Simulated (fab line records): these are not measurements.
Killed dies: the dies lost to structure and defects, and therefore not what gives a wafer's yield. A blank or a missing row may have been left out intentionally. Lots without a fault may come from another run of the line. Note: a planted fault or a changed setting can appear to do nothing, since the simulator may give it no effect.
Chamber matching / flow nandHarc / NHARC_A_BLC_DESCUM_15 on rieDiel-11: 4 sister chambers
The step chemistry O2, time 3 s. 4 wafers are shown with their chamber, then 12 later ones without.

## WAFERS, EACH WITH ITS CHAMBER
wafer=L088.6; chamber=1; showerheadPlenumPTorr (Torr)=1.98
wafer=L090.2; chamber=0; showerheadPlenumPTorr (Torr)=1.76
wafer=L090.4; chamber=2; showerheadPlenumPTorr (Torr)=2.02
wafer=L090.5; chamber=3; showerheadPlenumPTorr (Torr)=1.94

## WAFERS WITHOUT THEIR CHAMBER
wafer=L089.4; showerheadPlenumPTorr (Torr)=1.98
wafer=L089.5; showerheadPlenumPTorr (Torr)=1.98
wafer=L089.6; showerheadPlenumPTorr (Torr)=1.76
wafer=L093.1; showerheadPlenumPTorr (Torr)=2.02
wafer=L093.5; showerheadPlenumPTorr (Torr)=1.76
wafer=L093.6; showerheadPlenumPTorr (Torr)=1.98
wafer=L095.3; showerheadPlenumPTorr (Torr)=1.98
wafer=L095.5; showerheadPlenumPTorr (Torr)=1.98
wafer=L095.6; showerheadPlenumPTorr (Torr)=2.02
wafer=L097.2; showerheadPlenumPTorr (Torr)=1.97
wafer=L097.3; showerheadPlenumPTorr (Torr)=2.02
wafer=L097.5; showerheadPlenumPTorr (Torr)=2.02

## WHICH CHAMBER EACH ONE RAN IN
wafer=L089.4; from the rows above=1; in truth=1
wafer=L089.5; from the rows above=1; in truth=1
wafer=L089.6; from the rows above=0; in truth=0
wafer=L093.1; from the rows above=2; in truth=2
wafer=L093.5; from the rows above=0; in truth=0
wafer=L093.6; from the rows above=1; in truth=1
wafer=L095.3; from the rows above=1; in truth=1
wafer=L095.5; from the rows above=1; in truth=1
wafer=L095.6; from the rows above=2; in truth=2
wafer=L097.2; from the rows above=1; in truth=1
wafer=L097.3; from the rows above=2; in truth=2
wafer=L097.5; from the rows above=2; in truth=2
Correctly placed: 12 of 12. Number that these rows cannot place: 0. Placed wrongly: 0.
How it was worked out, from the rows above alone: a wafer's distance from a chamber is the root of the sum, over the readings, of the square of ((its reading less the chamber's mean) divided by the reading's scatter). The wafer belongs to the nearest chamber; if the next one is less than 2 further off, it can't be placed. The mean given for a chamber averages the wafers shown for that chamber. The scatter (one wafer shown for each chamber): square how far every hidden wafer sits from the nearest shown wafer, average those squares and take the square root.
